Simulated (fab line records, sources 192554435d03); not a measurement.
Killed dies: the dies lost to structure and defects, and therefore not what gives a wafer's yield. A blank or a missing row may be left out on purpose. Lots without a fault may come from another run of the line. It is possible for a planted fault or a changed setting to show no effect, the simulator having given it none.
Matching of chambers | flow n5-finfet | N5_BEOL_M9_CMP_52 on cmp-04: 4 sister chambers
The step polishes, stops on SiCOH lowk, t overpolish 7 s, target thk 140 nm. 14 wafers are shown with their chamber, then 7 later ones without.

WAFERS, EACH WITH ITS CHAMBER
wafer  | chamber | time-to-endpoint-s (s) | motor-current-A (A) | barrier-field-endpoint-s (s)
L850.1 | 1       | 65                     | 6.0                 | 28.8
L850.3 | 0       | 75                     | 6.4                 | 30.2
L850.4 | 2       | 71                     | 5.4                 | 30.4
L853.3 | 1       | 64                     | 6.0                 | 28.7
L853.5 | 1       | 64                     | 6.0                 | 29.0
L853.6 | 2       | 62                     | 5.8                 | 28.8
L855.2 | 2       | 66                     | 5.8                 | 28.6
L855.4 | 3       | 61                     | 6.7                 | 28.2
L855.5 | 1       | 64                     | 5.6                 | 28.2
L857.1 | 3       | 61                     | 6.0                 | 27.5
L857.2 | 0       | 66                     | 6.2                 | 28.7
L857.6 | 2       | 65                     | 6.0                 | 29.0
L862.3 | 3       | 62                     | 6.2                 | 28.2
L862.4 | 0       | 69                     | 6.6                 | 29.1

SIGNATURES (averages over the wafers above)
reading                  | chamber 0 | chamber 1 | chamber 2 | chamber 3 | scatter within a chamber
time-to-endpoint-s       | 70.00     | 64.25     | 66.00     | 61.33     | 2.92
motor-current-A          | 6.400     | 5.900     | 5.750     | 6.300     | 0.255
barrier-field-endpoint-s | 29.333    | 28.675    | 29.200    | 27.967    | 0.623
Rule: a wafer's distance from a chamber is the root of the sum, over the readings, of the square of ((its reading less the chamber's mean) divided by the reading's scatter). If the next closest chamber is less than 2 further off than the closest, the wafer can't be placed; otherwise it belongs to the closest. The scatter: take each reading less its chamber's mean, square it, sum over the shown wafers, divide by the number of wafers less the number of chambers, and take the root.

WAFERS MISSING THEIR CHAMBER
wafer  | time-to-endpoint-s (s) | motor-current-A (A) | barrier-field-endpoint-s (s)
L862.6 | 62                     | 6.2                 | 28.8
L864.2 | 72                     | 6.3                 | 30.7
L864.4 | 67                     | 6.4                 | 29.0
L864.6 | 64                     | 6.4                 | 29.7
L871.1 | 67                     | 5.6                 | 28.6
L871.2 | 66                     | 5.7                 | 27.6
L871.3 | 63                     | 6.2                 | 27.7

WHICH CHAMBER EACH WENT THROUGH
wafer  | from the rows above               | in truth
L862.6 | can't be placed: 3 or 1 or 2 or 0 | 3
L864.2 | can't be placed: 0 or 2           | 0
L864.4 | can't be placed: 0 or 1 or 3 or 2 | 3
L864.6 | can't be placed: 0 or 1 or 2 or 3 | 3
L871.1 | can't be placed: 2 or 1           | 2
L871.2 | can't be placed: 1 or 2 or 3      | 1
L871.3 | can't be placed: 3 or 1           | 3
Correct placement for 0 of the 7. Cannot be placed on the basis of these rows: 7; the candidates contain the true chamber in 7. 0 placed wrongly.
